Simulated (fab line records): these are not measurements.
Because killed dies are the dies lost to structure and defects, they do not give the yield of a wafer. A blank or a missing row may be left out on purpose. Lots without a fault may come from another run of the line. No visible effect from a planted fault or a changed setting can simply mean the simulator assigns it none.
fab line records	flow n5Finfet
record: lots: 7	wafers: 21
route steps=1938 shown BEOL_M11@1562 BEOL_M12@1653 BEOL_M13@1694 BEOL_M14@1762 BEOL_M15@1808 TV_LITHO@1879
startH: hours from the record's opening day to when the first of the lot's shown wafers began	waitH: hours from the lot's prior step to this one	" repeats the value in the row above	L1.1+2: a row that stands for several wafers	- either no value or no given start	* or withheld: withheld	< > ~ a bound
route shown NAME@n: a module of which the file shows steps, and the number in the route of the first	usual: mean/standard deviation taken from wafers without a fault	same: alike in all rows	chamber/n: place in a boat	sites: per-site readings	_std_site: their standard deviation	_edge_site: inner sites' mean taken away from outer sites' mean	radiusMm: for every site, how far away it sits from the centre of the wafer	mask NAME#n: copy n	behind: tool/chamber where the wafer was last shaped	hold: reason for holding the lot/hours on hold/outcome of the hold	device: names the non-switching transistor (n, p or np)	end of line: the same wafers' tests at the end of the route	a step given without rows: its recipe and nothing more	killed: dies lost to structure and defects at the first sort, not the wafer's yield	map: a wafer's dies, x killed, . not, _ none there
set.NAME: the run value of the setting; set.NAME@STEP: its run value at that earlier step	model.NAME: the simulator's own value behind a step, which no gauge read
lots where settings were altered on purpose, with a table for each step and a row for each wafer
== steps ==
step: N5_BEOL_M11_COAT_22
recipe: resist: CAR-ArF	spinRpm: 1500	resistThkNm: 90
lot.wafer	tool	chamber	startH	waitH	set.spinRpm	model.CAR-ArF_of_BEOL_M11_COAT_22.thkNm
L074.4	lithoTrack-03	0	-	-	1500	89.6
L074.5	"	0	"	"	1500	90
L074.6	"	0	"	"	1334	95.2
L075.2	lithoTrack-04	0	-	-	1500	90.4
L075.4	"	0	"	"	1500	90.2
L075.6	"	0	"	"	1500	90.6
L078.2	lithoTrack-03	0	-	-	1500	90
L078.3	"	0	"	"	1407	93
L078.5	"	0	"	"	1500	89.8
L080.4	lithoTrack-04	0	-	-	1500	90.4
L080.5+6	"	0	"	"	1500	90.6
L083.2+4	lithoTrack-02	0	-	-	1500	90
L083.3	"	0	"	"	1500	90.2
L085.2+3+4	lithoTrack-03	0	-	-	1500	90.4
L086.3	lithoTrack-03	0	-	-	1339	95.6
L086.5	"	0	"	"	1339	95.2
L086.6	"	0	"	"	1500	90.2
step: N5_BEOL_M11_EBR_24
recipe: solvent: PGMEA	ebrWidthMm: 1.5
step: N5_BEOL_M11_SOFTBAKE_23
recipe: tempC: 110	timeS: 60	resist: CAR-ArF
step: N5_BEOL_M11_EXPOSE_25
recipe: maskId: V10	na: 1.35	sourceShape: annular	sigmaInner: 0.5	sigmaOuter: 0.8	polarization: unpolarized	doseMj: 85.5
step: N5_BEOL_M11_PEB_26
recipe: pebTempC: withheld	pebTimeS: 60	resist: CAR-ArF
step: N5_BEOL_M11_DEVELOP_27
recipe: developTimeS: 30	developer: TMAH	resist: CAR-ArF	rinseLiquid: diw	dry: airSpin	devTempC: 23
lot.wafer	tool	chamber	startH	waitH	set.spinRpm@BEOL_M11_COAT_22	model.CAR-ArF_of_BEOL_M11_COAT_22.thkNm
L074.4	lithoTrack-04	0	-	-	1500	88
L074.5	"	0	"	"	1500	88.2
L074.6	"	0	"	"	1334	93.4
L075.2+6	lithoTrack-04	0	-	-	1500	88.8
L075.4	"	0	"	"	1500	88.4
L078.2	lithoTrack-03	0	-	-	1500	88.4
L078.3	"	0	"	"	1407	91.2
L078.5	"	0	"	"	1500	88.2
L080.4+6	lithoTrack-04	0	-	-	1500	88.8
L080.5	"	0	"	"	1500	89
L083.2+3+4	lithoTrack-02	0	-	-	1500	88.4
L085.2	lithoTrack-04	0	-	-	1500	88.6
L085.3+4	"	0	"	"	1500	88.8
L086.3	lithoTrack-03	0	-	-	1339	93.8
L086.5	"	0	"	"	1339	93.6
L086.6	"	0	"	"	1500	88.6
step: N5_BEOL_M11_DESCUM_33
recipe: chemistry: O2	timeS: 7.9	sourcePowerW: 50	biasPowerW: 20	pressureMtorr: 20	rfFrequencyHz: 2.712e+07	tempC: 40	resist: CAR-ArF	o2FlowSccm: 225
step: N5_BEOL_M11_ETCH_65
recipe: chemistry: CF4	target: SiARC	targetDepthA: 390	maskMaterial: CAR-ArF	timeS: 65	ionEnergyEv: 80	pressureMtorr: 40	sourceW: 545	biasW: 36	Ar_flow_sccm: 100	cf4FlowSccm: 100	ends: cleared
step: N5_BEOL_M11_ETCH_66
recipe: chemistry: N2/H2	target: SOC	targetDepthA: 1200	overetchA: 240	maskMaterial: SiARC	tempC: 40	timeS: 180	ionEnergyEv: 200	pressureMtorr: 30	sourceW: 840	biasW: 150	n2FlowSccm: 200	h2FlowSccm: 200
lot.wafer	tool	chamber	startH	waitH	set.spinRpm@BEOL_M11_COAT_63	model.etch.depthNm
L074.4	rieDiel-03	0	239.89	0.0	1500	100.8
L074.5	"	3	"	"	1668	95.26
L074.6	"	2	"	"	1500	100.5
L075.2	rieDiel-01	0	246.00	0.0	1443	102.4
L075.4	"	1	"	"	1443	102.5
L075.6	"	0	"	"	1500	100.4
L078.2	rieDiel-03	3	266.53	0.0	1500	100.5
L078.3	"	2	"	"	1649	95.98
L078.5	"	3	"	"	1649	95.64
L080.4+5+6	rieDiel-03	3,3,2	277.43	0.0	1500	100.4
L083.2	rieDiel-05	2	288.03	0.0	1640	95.65
L083.3	"	1	"	"	1640	95.33
L083.4	"	0	"	"	1640	95.56
L085.2	rieDiel-01	2	300.95	0.0	1500	100
L085.3	"	0	"	"	1500	100.3
L085.4	"	3	"	"	1500	100.1
L086.3+6	rieDiel-05	1,2	309.31	0.0	1500	100
L086.5	"	1	"	"	1500	100.2
step: N5_BEOL_M11_STRIP_69
recipe: chemistry: N2/H2	tempC: 40	n2FlowSccm: 200	h2FlowSccm: 200	rfFrequencyHz: 6e+07
step: N5_BEOL_M11_VIA_ETCH_34
recipe: chemistry: C4F6/O2	target: SiCOH_lowk	targetDepthA: 1845	maskMaterial: SOC	taperDeg: 4	timeS: 69.2	ionEnergyEv: 250	pressureMtorr: 30	sourceW: 345	biasW: 185	Ar_flow_sccm: 300	C4F6_flow_sccm: 10	O2_flow_sccm: 10
lot.wafer	tool	chamber	startH	waitH	set.spinRpm@BEOL_M11_COAT_63	model.SOC_of_BEOL_M11_COAT_63.thkNm
L074.4	rieDiel-03	0	240.01	0.0	1500	92.6
L074.5	"	3	"	"	1668	87.4
L074.6	"	2	"	"	1500	92.8
L075.2	rieDiel-01	0	246.12	0.0	1443	93.8
L075.4	"	1	"	"	1443	94.4
L075.6	"	0	"	"	1500	91.8
L078.2	rieDiel-03	3	266.66	0.0	1500	92.6
L078.3	"	2	"	"	1649	88.2
L078.5	"	3	"	"	1649	87.8
L080.4+5+6	rieDiel-03	3,3,2	277.56	0.0	1500	92.6
L083.2	rieDiel-05	2	288.15	0.0	1640	87.6
L083.3	"	1	"	"	1640	87.4
L083.4	"	0	"	"	1640	87.8
L085.2	rieDiel-01	2	301.08	0.0	1500	91.8
L085.3+4	"	0,3	"	"	1500	92
L086.3+6	rieDiel-05	1,2	309.44	0.0	1500	92
L086.5	"	1	"	"	1500	92.2
step: N5_BEOL_M11_TRENCH_ETCH_37
recipe: chemistry: C4F6/O2	targetDepthA: 1488.3	target: SiCOH_lowk	timeS: 48	ionEnergyEv: 250	pressureMtorr: 30	sourceW: 345	biasW: 185	Ar_flow_sccm: 300	C4F6_flow_sccm: 10	O2_flow_sccm: 10
lot.wafer	tool	chamber	startH	waitH	set.timeS	model.BEOL_M11.featureDepthNm	model.etch.depthNm	model.TiN_of_BEOL_M11_HM_DEP_02.thkNm
L074.4	rieDiel-03	0	-	-	48	152.2	152.2	15.6
L074.5	"	3	"	"	48	146	146.1	15.8
L074.6	"	2	"	"	48	143.2	143.2	16.2
L075.2	rieDiel-01	0	-	-	48	156.8	156.8	16
L075.4	"	1	"	"	58.24	175.6	175.6	15.2
L075.6	"	0	"	"	58.24	191.4	191.4	15
L078.2	rieDiel-03	3	-	-	48	148.8	148.9	15.6
L078.3	"	2	"	"	48	148	148	15.8
L078.5	"	3	"	"	48	149.6	149.5	15.4
L080.4	rieDiel-03	3	-	-	48	147	147	15.8
L080.5	"	3	"	"	48	147	147.1	16
L080.6	"	2	"	"	37.34	113	113	17.2
L083.2	rieDiel-05	2	-	-	58.62	183.8	183.8	14.8
L083.3	"	1	"	"	58.62	182.2	182.3	15
L083.4	"	0	"	"	48	143.2	143.2	16.2
L085.2	rieDiel-01	2	-	-	48	150.6	150.5	16
L085.3	"	0	"	"	48	157.4	157.4	15.8
L085.4	"	3	"	"	48	146.8	146.8	16.4
L086.3	rieDiel-05	1	-	-	48	150	150	15.8
L086.5	"	1	"	"	52.85	165.2	165.1	15.6
L086.6	"	2	"	"	48	150.6	150.6	15.6
step: N5_BEOL_M11_ETCH_41
recipe: chemistry: CH3F/O2	target: SiCN	targetDepthA: 426	taperDeg: 2	timeS: 86	ionEnergyEv: 120	maskMaterial: TiN	pressureMtorr: 30	sourceW: 395	biasW: 75	Ar_flow_sccm: 150	CH3F_flow_sccm: 30	O2_flow_sccm: 20
step: N5_BEOL_M11_STRIP_77
recipe: chemistry: N2/H2	timeS: 10	powerW: 450	tempC: 40	pressureMtorr: 20	rfFrequencyHz: 6e+07	biasPowerW: 7	n2FlowSccm: 200	h2FlowSccm: 200
step: N5_BEOL_M11_OCD_MEAS_38
usual: trenchDepthNm: 148/3.8
lot.wafer	tool	chamber	startH	waitH	set.timeS@BEOL_M11_TRENCH_ETCH_37	trenchDepthNm
L074.4	ocd-02	-	240.30	-	48	152
L074.5	"	-	"	"	48	146
L074.6	"	-	"	"	48	143
L075.2	ocd-01	-	246.41	-	48	157
L075.4	"	-	"	"	58.24	176
L075.6	"	-	"	"	58.24	191
L078.2	ocd-01	-	266.94	-	48	149
L078.3	"	-	"	"	48	148
L078.5	"	-	"	"	48	150
L080.4	ocd-02	-	277.85	-	48	147
L080.5	"	-	"	"	48	147
L080.6	"	-	"	"	37.34	113
L083.2	ocd-01	-	288.44	-	58.62	184
L083.3	"	-	"	"	58.62	182
L083.4	"	-	"	"	48	143
L085.2	ocd-02	-	301.36	-	48	150
L085.3	"	-	"	"	48	158
L085.4	"	-	"	"	48	147
L086.3	ocd-02	-	309.72	-	48	150
L086.5	"	-	"	"	52.85	165
L086.6	"	-	"	"	48	151
step: N5_BEOL_M11_CURE_72
recipe: tempC: 370	timeS: 120	ambient: DMADMS/He	material: SiCOH_lowk
usual: lampPowerPct: 52.31/0.056
lot.wafer	tool	chamber	startH	waitH	set.timeS	lampPowerPct
L074.4	uvCure-01	2	240.79	0.3	110.1	52.39
L074.5	"	2	"	"	110.1	52.36
L074.6	"	2	"	"	120	52.34
L075.2	uvCure-01	1	246.71	0.1	120	52.29
L075.4	"	1	"	"	95.75	52.35
L075.6	"	1	"	"	95.75	52.33
L078.2	uvCure-03	2	267.19	0.1	120	52.28
L078.3	"	2	"	"	120	52.21
L078.5	"	2	"	"	104.1	52.35
L080.4	uvCure-03	0	278.20	0.2	98.94	52.37
L080.5	"	0	"	"	98.94	52.35
L080.6	"	0	"	"	120	52.26
L083.2	uvCure-01	0	288.69	0.1	139.1	51.49
L083.3	"	0	"	"	120	52.33
L083.4	"	0	"	"	139.1	51.38
L085.2	uvCure-02	0	301.61	0.1	120	52.32
L085.3	"	0	"	"	120	52.34
L085.4	"	0	"	"	120	52.37
L086.3	uvCure-03	1	310.02	0.1	144.7	51.28
L086.5	"	1	"	"	144.7	51.37
L086.6	"	1	"	"	144.7	51.39
step: N5_BEOL_M11_DEGAS_44
recipe: ambient: vacuum	tempC: 250	timeS: 60
step: N5_BEOL_M11_PRE_CLEAN_45
recipe: gas: H2/He	timeS: 30	tempC: 250
step: N5_BEOL_M11_ECD_50
recipe: material: Cu	targetThkA: 3180
step: N5_BEOL_M11_ANNEAL_51
recipe: tempC: 225	timeS: 90	ambient: N2
step: N5_BEOL_M11_CMP_52
recipe: stopOn: SiCOH_lowk	tOverpolishS: 7	downForcePsi: 1	platenRpm: 50	clearingPlatenDownForcePsi: 1.5	clearingPlatenRpm: 50	postCmpClean: cuAlkaline	targetThkNm: 140	clearingPlatenPadVelocityMS: 0.99484	padVelocityMS: 0.99484
lot.wafer	tool	chamber	startH	waitH	set.timeS@BEOL_M11_TRENCH_ETCH_37	model.Cu_of_BEOL_M11_ECD_50.thkNm
L074.4	cmp-03	2	245.42	0.2	48	144.8
L074.6	"	0	"	"	48	134.4
L074.5	"	1	"	"	48	137
L075.2	cmp-04	3	250.09	0.2	48	145.6
L075.4	"	1	"	"	58.24	163.6
L075.6	"	0	"	"	58.24	181.6
L078.3	cmp-04	3	269.00	0.2	48	137.2
L078.2	"	1	"	"	48	135.6
L078.5	"	0	"	"	48	140.6
L080.4	cmp-04	0	281.95	0.2	48	138.2
L080.6	"	3	"	"	37.34	102.4
L080.5	"	0	"	"	48	137.6
L083.3	cmp-01	3	290.94	0.2	58.62	172.2
L083.2	"	0	"	"	58.62	173.4
L083.4	"	2	"	"	48	135.2
L085.3	cmp-03	0	304.50	0.2	48	147.8
L085.2	"	1	"	"	48	141.8
L085.4	"	2	"	"	48	139
L086.3	cmp-01	3	311.81	0.3	48	139.8
L086.5	"	3	"	"	52.85	156.6
L086.6	"	0	"	"	48	140.8
step: N5_BEOL_M11_THK_MEAS_53
recipe: thkMeasGauge: xrf	reads: Cu_of_BEOL_M11_ECD_50
usual: M11_THK: 141/4
lot.wafer	tool	chamber	startH	waitH	set.timeS@BEOL_M11_TRENCH_ETCH_37	M11_THK[nm]
L074.4	filmMetro-01	-	245.65	-	48	147
L074.5	"	-	"	"	48	139
L074.6	"	-	"	"	48	135
L075.2	filmMetro-01	-	250.39	-	48	146
L075.4	"	-	"	"	58.24	164
L075.6	"	-	"	"	58.24	183
L078.2	filmMetro-01	-	269.30	-	48	138
L078.3	"	-	"	"	48	140
L078.5	"	-	"	"	48	143
L080.4	filmMetro-01	-	282.20	-	48	139
L080.5	"	-	"	"	48	139
L080.6	"	-	"	"	37.34	103
L083.2	filmMetro-01	-	291.24	-	58.62	174
L083.3	"	-	"	"	58.62	173
L083.4	"	-	"	"	48	136
L085.2	filmMetro-01	-	304.79	-	48	143
L085.3	"	-	"	"	48	148
L085.4	"	-	"	"	48	140
L086.3	filmMetro-01	-	312.11	-	48	141
L086.5	"	-	"	"	52.85	158
L086.6	"	-	"	"	48	142
step: N5_BEOL_M12_CMP_49
recipe: stopOn: SiOC	tOverpolishS: 20.6	downForcePsi: 1	platenRpm: 50	clearingPlatenDownForcePsi: 1.5	clearingPlatenRpm: 50	postCmpClean: cuAlkaline	targetThkNm: 320	clearingPlatenPadVelocityMS: 0.99484	padVelocityMS: 0.99484
usual: barrierFieldEndpointS: 30.2/0.91
lot.wafer	tool	chamber	startH	waitH	set.downForcePsi	barrierFieldEndpointS
L074.4	cmp-01	1	250.93	0.2	1	29.6
L074.5	"	0	"	"	1	28.7
L074.6	"	1	"	"	0.8124	36.8
L075.4	cmp-01	2	257.29	0.1	1	31.4
L075.2	"	3	"	"	1	30.7
L075.6	"	2	"	"	1	32.1
L078.2	cmp-02	3	273.11	0.3	1.11	26.8
L078.3	"	0	"	"	1	30.5
L078.5	"	1	"	"	1	29.6
L080.4	cmp-02	2	288.26	0.2	1	31.5
L080.5	"	1	"	"	1	30.5
L080.6	"	2	"	"	1	31.4
L083.3	cmp-02	2	302.00	0.2	1	29.5
L083.4	"	3	"	"	0.889	33.1
L083.2	"	0	"	"	0.889	34.4
L085.2	cmp-01	2	309.02	0.4	1	31.2
L085.3	"	0	"	"	1	31.0
L085.4	"	1	"	"	1	29.8
L086.3	cmp-02	1	316.44	0.2	1	29.9
L086.6	"	1	"	"	1	29.3
L086.5	"	2	"	"	1	30.4
step: N5_BEOL_M13_ETCH_68
recipe: chemistry: N2/H2	target: SOC	maskMaterial: SiARC	sourceW: 3000	biasW: 350	tempC: 40	timeS: 355	ionEnergyEv: 200	pressureMtorr: 30	n2FlowSccm: 200	h2FlowSccm: 200
lot.wafer	tool	chamber	startH	waitH	set.timeS	model.SiARC_of_BEOL_M13_COAT_66.thkNm
L074.4	rieDiel-05	3	253.04	0.1	323.2	79.8
L074.5	"	0	"	"	323.2	80.8
L074.6	"	3	"	"	355	77.2
L075.2	rieDiel-01	0	259.57	0.1	355	77.2
L075.4	"	3	"	"	355	78.2
L075.6	"	0	"	"	355	77.4
L078.2	rieDiel-05	0	275.44	0.1	410	72.8
L078.3	"	1	"	"	410	71.4
L078.5	"	2	"	"	410	71.2
L080.4	rieDiel-03	0	290.91	0.1	392.2	73.6
L080.5	"	2	"	"	355	77.8
L080.6	"	1	"	"	392.2	73.8
L083.2	rieDiel-05	0	304.72	0.1	355	78.2
L083.3	"	2	"	"	355	76.4
L083.4	"	3	"	"	355	77.2
L085.2+3	rieDiel-03	1,3	311.39	0.1	355	77.4
L085.4	"	0	"	"	355	77
L086.3	rieDiel-03	2	318.67	0.1	355	78
L086.5+6	"	0,1	"	"	333.6	79.6
step: N5_BEOL_M14_SPUTTER_43
recipe: material: TaN	targetThkA: 150	tempC: 50	biasV: 168.6	powerW: 15000	chamberPressurePa: 0.12	timeS: 24.19
lot.wafer	tool	chamber	startH	waitH	set.powerW	model.TaN_of_BEOL_M14_SPUTTER_43.thkNm
L074.4	pvdSputter-02	-	259.02	0.0	13040	13.4
L074.5+6	"	-	"	"	13040	13.2
L075.2	pvdSputter-01	-	268.80	0.0	15000	15.4
L075.4	"	-	"	"	16450	17
L075.6	"	-	"	"	15000	15.2
L078.2	pvdSputter-03	-	282.25	0.0	15000	15
L078.3	"	-	"	"	17270	17
L078.5	"	-	"	"	15000	14.8
L080.4	pvdSputter-02	-	304.18	0.0	15000	15.2
L080.5	"	-	"	"	12480	12.6
L080.6	"	-	"	"	15000	15
L083.2	pvdSputter-03	-	312.21	0.0	15000	15
L083.3	"	-	"	"	15000	14.8
L083.4	"	-	"	"	15000	15.4
L085.2+3+4	pvdSputter-01	-	319.98	0.0	15000	15.2
L086.3	pvdSputter-03	-	327.16	0.0	14210	14.4
L086.5	"	-	"	"	15000	15
L086.6	"	-	"	"	15000	14.8
step: N5_BEOL_M14_SPUTTER_44
recipe: material: Ta	targetThkA: 150	tempC: 50	biasV: 80	powerW: 15000	chamberPressurePa: 0.07	timeS: 24.19
lot.wafer	tool	chamber	startH	waitH	set.timeS	model.Ta_of_BEOL_M14_SPUTTER_44.thkNm
L074.4	pvdSputter-02	-	259.10	0.0	22.73	14
L074.5	"	-	"	"	24.19	14.6
L074.6	"	-	"	"	24.19	14.8
L075.2+6	pvdSputter-01	-	268.88	0.0	22.28	13.6
L075.4	"	-	"	"	24.19	14.4
L078.2	pvdSputter-03	-	282.33	0.0	24.19	15
L078.3	"	-	"	"	27.25	17
L078.5	"	-	"	"	27.25	17.2
L080.4	pvdSputter-02	-	304.26	0.0	22.55	14.6
L080.5	"	-	"	"	24.19	15.4
L080.6	"	-	"	"	22.55	14.2
L083.2	pvdSputter-03	-	312.29	0.0	22.24	14.2
L083.3	"	-	"	"	24.19	15.4
L083.4	"	-	"	"	22.24	14
L085.2+3+4	pvdSputter-01	-	320.06	0.0	24.19	15
L086.3+6	pvdSputter-03	-	327.24	0.0	24.19	14.8
L086.5	"	-	"	"	21.82	13.6
step: N5_BEOL_M15_ETCH_61
recipe: chemistry: N2/H2	target: BARC	targetDepthA: 890	overetchA: 267	timeS: 67.9	ionEnergyEv: 200	pressureMtorr: 30	sourceW: 840	biasW: 150	n2FlowSccm: 200	h2FlowSccm: 200
lot.wafer	tool	chamber	startH	waitH	set.timeS	model.coat_of_BEOL_M15_COAT_22.thkNm
L074.4	rieDiel-05	0	262.95	0.0	67.9	719
L074.5	"	2	"	"	67.9	717.8
L074.6	"	3	"	"	67.9	721.6
L075.2	rieDiel-03	2	273.17	0.0	67.9	720
L075.4	"	0	"	"	82.7	705
L075.6	"	3	"	"	82.7	702.8
L078.2	rieDiel-03	0	286.77	0.0	59.42	725.4
L078.3	"	1	"	"	67.9	720
L078.5	"	3	"	"	59.42	728.2
L080.4	rieDiel-03	2	308.45	0.0	67.9	722.2
L080.5	"	1	"	"	61.39	730.2
L080.6	"	0	"	"	61.39	725.6
L083.2	rieDiel-05	1	316.05	0.0	81.3	705.4
L083.3	"	2	"	"	81.3	706.8
L083.4	"	0	"	"	67.9	716.2
L085.2	rieDiel-03	0	323.41	0.0	67.9	715
L085.3	"	2	"	"	67.9	714.6
L085.4	"	1	"	"	67.9	716
L086.3	rieDiel-03	0	331.81	0.0	67.9	716.8
L086.5	"	2	"	"	67.9	720.6
L086.6	"	3	"	"	67.9	719.8
step: N5_BEOL_M15_SPUTTER_43
recipe: material: TaN	targetThkA: 150	tempC: 50	biasV: 168.6	powerW: 15000	chamberPressurePa: 0.12	timeS: 24.19
lot.wafer	tool	chamber	startH	waitH	set.powerW	model.TaN_of_BEOL_M15_SPUTTER_43.thkNm
L074.4	pvdSputter-01	-	268.28	0.0	15000	14.8
L074.5	"	-	"	"	16450	16
L074.6	"	-	"	"	16450	16.2
L075.2	pvdSputter-03	-	274.96	0.0	13710	13.8
L075.4	"	-	"	"	15000	15
L075.6	"	-	"	"	15000	15.2
L078.2	pvdSputter-02	-	290.41	0.0	15000	14.6
L078.3	"	-	"	"	15000	14.8
L078.5	"	-	"	"	15000	15.2
L080.4+5	pvdSputter-02	-	310.28	0.0	15000	15
L080.6	"	-	"	"	16240	17
L083.2	pvdSputter-02	-	318.54	0.0	15830	16.2
L083.3	"	-	"	"	15000	14.8
L083.4	"	-	"	"	15830	15.8
L085.2+4	pvdSputter-01	-	327.12	0.0	15000	14.8
L085.3	"	-	"	"	15000	15
L086.3+5+6	pvdSputter-03	-	335.45	0.0	15000	15.2
step: N5_PASSIVATION_EXPOSE_07
recipe: maskId: TV	na: 0.55	sourceShape: conventional	sigmaOuter: 0.8	polarization: unpolarized	defocusNm: 0	targetCdNm: 3000	doseMj: 22.75
lot.wafer	tool	chamber	startH	waitH	mask	set.doseMj
L074.4+5	krfScanner-01	0	275.76	-	TV#0	24.21
L074.6	"	0	"	"	TV#0	22.75
L075.2	krfScanner-02	0	285.92	-	TV#0	22.75
L075.4+6	"	0	"	"	TV#0	22.14
L078.2+3	krfScanner-01	0	302.75	-	TV#0	22.75
L078.5	"	0	"	"	TV#0	21.23
L080.4+5	krfScanner-02	0	319.08	-	TV#0	22.75
L080.6	"	0	"	"	TV#0	23.82
L083.2+3	krfScanner-02	0	329.06	-	TV#0	22.75
L083.4	"	0	"	"	TV#0	21.26
L085.2+3+4	krfScanner-01	0	337.97	-	TV#0	22.75
L086.3+5	krfScanner-02	0	344.94	-	TV#0	23.19
L086.6	"	0	"	"	TV#0	22.75
== key ==
split: step: N5_BEOL_M11_COAT_22	setting: spinRpm	stated: 1500	by: wafer
response: step: N5_BEOL_M11_COAT_22	reading: model.CAR-ArF_of_BEOL_M11_COAT_22.thkNm	change: -0.488	per: 1%	r: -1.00
response: step: N5_BEOL_M11_DEVELOP_27	reading: model.CAR-ArF_of_BEOL_M11_COAT_22.thkNm	change: -0.476	per: 1%	r: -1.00
split: step: N5_BEOL_M11_TRENCH_ETCH_37	setting: timeS	stated: 48	by: wafer
response: step: N5_BEOL_M11_TRENCH_ETCH_37	reading: model.BEOL_M11.featureDepthNm	change: +1.53	per: 1%	r: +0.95
response: step: N5_BEOL_M11_TRENCH_ETCH_37	reading: model.etch.depthNm	change: +1.53	per: 1%	r: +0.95
response: step: N5_BEOL_M11_TRENCH_ETCH_37	reading: model.TiN_of_BEOL_M11_HM_DEP_02.thkNm	change: -0.0506	per: 1%	r: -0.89
response: step: N5_BEOL_M11_OCD_MEAS_38	reading: trenchDepthNm	change: +1.54	per: 1%	r: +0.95
response: step: N5_BEOL_M11_CMP_52	reading: model.Cu_of_BEOL_M11_ECD_50.thkNm	change: +1.53	per: 1%	r: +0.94
response: step: N5_BEOL_M11_THK_MEAS_53	reading: M11_THK	change: +1.54	per: 1%	r: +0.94
split: step: N5_BEOL_M11_CURE_72	setting: timeS	stated: 120	by: wafer
response: step: N5_BEOL_M11_CURE_72	reading: lampPowerPct	shape: bent	atLowest: *	atStated: *	atHighest: *
split: step: N5_BEOL_M12_CMP_49	setting: downForcePsi	stated: 1	by: wafer
response: step: N5_BEOL_M12_CMP_49	reading: barrierFieldEndpointS	change: -0.383	per: 1%	r: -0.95
split: step: N5_BEOL_M13_ETCH_68	setting: timeS	stated: 355	by: wafer
response: step: N5_BEOL_M13_ETCH_68	reading: model.SiARC_of_BEOL_M13_COAT_66.thkNm	change: -0.355	per: 1%	r: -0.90
split: step: N5_BEOL_M14_SPUTTER_43	setting: powerW	stated: 15000	by: wafer
response: step: N5_BEOL_M14_SPUTTER_43	reading: model.TaN_of_BEOL_M14_SPUTTER_43.thkNm	change: +0.147	per: 1%	r: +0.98
split: step: N5_BEOL_M14_SPUTTER_44	setting: timeS	stated: 24.19	by: wafer
response: step: N5_BEOL_M14_SPUTTER_44	reading: model.Ta_of_BEOL_M14_SPUTTER_44.thkNm	change: +0.142	per: 1%	r: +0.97
split: step: N5_BEOL_M15_ETCH_61	setting: timeS	stated: 67.9	by: wafer
response: step: N5_BEOL_M15_ETCH_61	reading: model.coat_of_BEOL_M15_COAT_22.thkNm	change: -0.62	per: 1%	r: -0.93
split: step: N5_BEOL_M15_SPUTTER_43	setting: powerW	stated: 15000	by: wafer
response: step: N5_BEOL_M15_SPUTTER_43	reading: model.TaN_of_BEOL_M15_SPUTTER_43.thkNm	change: +0.176	per: 1%	r: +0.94
split: step: N5_PASSIVATION_EXPOSE_07	setting: doseMj	stated: 22.75	by: wafer
response none in this file
split outsideThisFile step=N5_BEOL_M11_COAT_63 setting=spinRpm
split outsideThisFile: this setting was split too, and the file shows its column; the key of that split is in another file
